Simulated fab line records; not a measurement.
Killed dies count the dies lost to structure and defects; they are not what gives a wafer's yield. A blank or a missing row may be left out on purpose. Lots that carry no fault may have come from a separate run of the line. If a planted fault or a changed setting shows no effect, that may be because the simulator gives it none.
Comparing a struck lot with a sound one | flow n5Finfet | 13 out of 1938 route steps
Sound: these wafers, L416.1, L416.2, L416.6. Struck: wafer L404.5; the same lot's L404.6 was not struck, so it is left out; see the end for the cause.
At each step with rows: each side's tool, then ch and its chambers, then its first start. Under that, the readings that differ: sound wafers | struck wafers | difference of the means | sigmas: that difference in standard deviations of wafers without a fault.
alike: same words and numbers on both sides, and readings whose means sit less than 2 such deviations apart. not compared: any withheld reading, any reading some wafer has no value for, any bound like >300 that may hide the same value, and any number with overlapping values for which the record gives no deviation.
Wherever a step has rows on one side only, a row that says differs or no value, or a row with sigmas, the two part there. Numbers that don't overlap but have no deviation are shown without sigmas and don't part them. A reading missing from all wafers of one side parts the sides only when that side holds two or more wafers.

first, 9 steps without rows for these wafers: N5_BEOL_M0_CUTY_DESCUM_61 (chemistry O2, time 7.9 s); N5_BEOL_M0_CUTY_ETCH_62 (etches SiARC in CF4, time 58.5 s); N5_BEOL_M0_CUTY_ETCH_63 (etches SOC in N2/H2, target depth 82.7 nm, overetch 16.5 nm, time 124 s); N5_BEOL_M0_CUTY_STRIP_64 (strips in N2/H2); N5_BEOL_M0_ETCH_138 (etches SiCN in CH3F/O2, target depth 12 nm, time 31.6 s); N5_BEOL_M0_HM_OPEN_105 (chemistry Cl2/BCl3, target TiN, target depth 12 nm); N5_BEOL_M0_STRIP_140 (strips in CF4); N5_BEOL_M0_STRIP_104 (strips in N2/H2); N5_BEOL_M0_WET_ETCH_106 (etches SiO2 in DHF, target depth 130 nm, rinse time 30 s).
N5_BEOL_M0_ETCH_128: etches SiCN in CF4/N2, target depth 12 nm, overetch 5.1 nm, time 21.4 s.
  sound on rieDiel-02 ch 0,1,2, day 11 17:30; struck on rieDiel-02 ch 3, day 8 15:35
reading                                        | sound        | struck | difference | sigmas
model.TiN_of_BEOL_M0_SAQP_HM_DEP_02.thkNm (nm) | 10.8 10.8 11 | 10.4   | -0.5       | 
  alike: biasW, drypumpMotorCurrentA, oesProductAu, rfVppV, showerheadPlenumPTorr, throttleValvePct
  not compared: rfHoursCounterH
N5_BEOL_M0_TRENCH_ETCH_107: etches SiOC in C4F6/O2, target depth 32.8 nm, time 16.4 s.
  sound on rieDiel-02 ch 0,1,2, day 11 17:32; struck on rieDiel-02 ch 3, day 8 15:37
reading                                        | sound             | struck | difference | sigmas
biasW (W)                                      | 185.2 185.0 185.0 | 183.9  | -1.2       | -2
model.TiN_of_BEOL_M0_SAQP_HM_DEP_02.thkNm (nm) | 9.4 9.6 9.6       | 9.2    | -0.3       | 
  alike: C4F6_flow_sccm, drypumpMotorCurrentA, oes_ar_750_au, oesProductAu, rfVppV, showerheadPlenumPTorr, throttleValvePct
  not compared: rfHoursCounterH
then, 1 step without rows for these wafers: N5_BEOL_M0_STRIP_142 (strips in N2/H2, time 10 s).
-- record jumps: 3 days separate the struck wafers' starts on either side; left off in module BEOL_M0, taken up again in module BEOL_M4, whose first shown step is the route's number 1111 --
N5_BEOL_M4_RC_MEAS_101:
  sound on prober-01 ch 0, day 13 17:46; struck on prober-01 ch 0, day 11 04:26
  alike: DIBL_N, DIBL_P, IOFF_N, IOFF_P, ION_N, ION_P, SS_N, SS_P, VT_N, VT_P

## WHERE THEY PART
Only at N5_BEOL_M0_TRENCH_ETCH_107, as far as this record shows. Later steps at which nothing parts them and some readings are alike: N5_BEOL_M4_RC_MEAS_101.

WHY: what the simulator had put in
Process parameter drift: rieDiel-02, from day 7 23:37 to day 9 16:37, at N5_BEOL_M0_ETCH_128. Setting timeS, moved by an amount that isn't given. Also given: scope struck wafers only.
